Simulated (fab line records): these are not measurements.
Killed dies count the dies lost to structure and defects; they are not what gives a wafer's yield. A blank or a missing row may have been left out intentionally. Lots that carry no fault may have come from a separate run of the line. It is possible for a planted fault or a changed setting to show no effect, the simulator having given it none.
Matching of chambers :: flow nand-harc :: rie-diel-10 running NHARC_A_STAIRCASE_TRIM_12: 4 sister chambers
The step chemistry O2, time 211.2 s. 8 wafers are shown with their chamber, then 7 later ones without.

## WAFERS, EACH WITH ITS CHAMBER
wafer: L075.5
chamber: 0
drypump-motor-current-A (A): 5.5
oes-product-au (a.u.): 1.022

wafer: L076.1
chamber: 1
drypump-motor-current-A (A): 5.7
oes-product-au (a.u.): 1.032

wafer: L076.5
chamber: 3
drypump-motor-current-A (A): 6.0
oes-product-au (a.u.): 1.000

wafer: L082.2
chamber: 1
drypump-motor-current-A (A): 5.8
oes-product-au (a.u.): 1.029

wafer: L082.3
chamber: 2
drypump-motor-current-A (A): 5.4
oes-product-au (a.u.): 1.025

wafer: L082.5
chamber: 2
drypump-motor-current-A (A): 5.4
oes-product-au (a.u.): 1.025

wafer: L082.1
chamber: 3
drypump-motor-current-A (A): 6.0
oes-product-au (a.u.): 0.987

wafer: L082.4
chamber: 0
drypump-motor-current-A (A): 5.4
oes-product-au (a.u.): 0.991

## WAFERS WHOSE CHAMBER IS MISSING
wafer: L082.6
drypump-motor-current-A (A): 5.7
oes-product-au (a.u.): 1.025

wafer: L085.2
drypump-motor-current-A (A): 5.9
oes-product-au (a.u.): 0.993

wafer: L085.5
drypump-motor-current-A (A): 5.4
oes-product-au (a.u.): 1.026

wafer: L085.6
drypump-motor-current-A (A): 6.0
oes-product-au (a.u.): 0.985

wafer: L097.3
drypump-motor-current-A (A): 5.8
oes-product-au (a.u.): 1.023

wafer: L097.4
drypump-motor-current-A (A): 5.4
oes-product-au (a.u.): 1.027

wafer: L097.5
drypump-motor-current-A (A): 5.9
oes-product-au (a.u.): 1.001

## CHAMBER TAKEN BY EACH
wafer: L082.6
from the rows above: 1
in truth: 1

wafer: L085.2
from the rows above: 3
in truth: 3

wafer: L085.5
from the rows above: can't be placed: 2 or 0
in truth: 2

wafer: L085.6
from the rows above: 3
in truth: 3

wafer: L097.3
from the rows above: 1
in truth: 1

wafer: L097.4
from the rows above: can't be placed: 2 or 0
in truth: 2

wafer: L097.5
from the rows above: can't be placed: 3 or 1
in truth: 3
Placed correctly: 4 of 7. Not placeable from these rows: 3 (in 3, the candidates include the true chamber). Number placed wrongly: 0.
How it was worked out, from the rows above alone: a wafer's distance from a chamber is the root of the sum, over the readings, of the square of ((its reading less the chamber's mean) divided by the reading's scatter). The wafer belongs to the nearest chamber; if the next one is less than 2 further off, it can't be placed. A chamber's mean is the mean of its shown wafers. The scatter: the root of (the sum of the squares of (reading less its chamber's mean) over the shown wafers, divided by (wafers less chambers)).
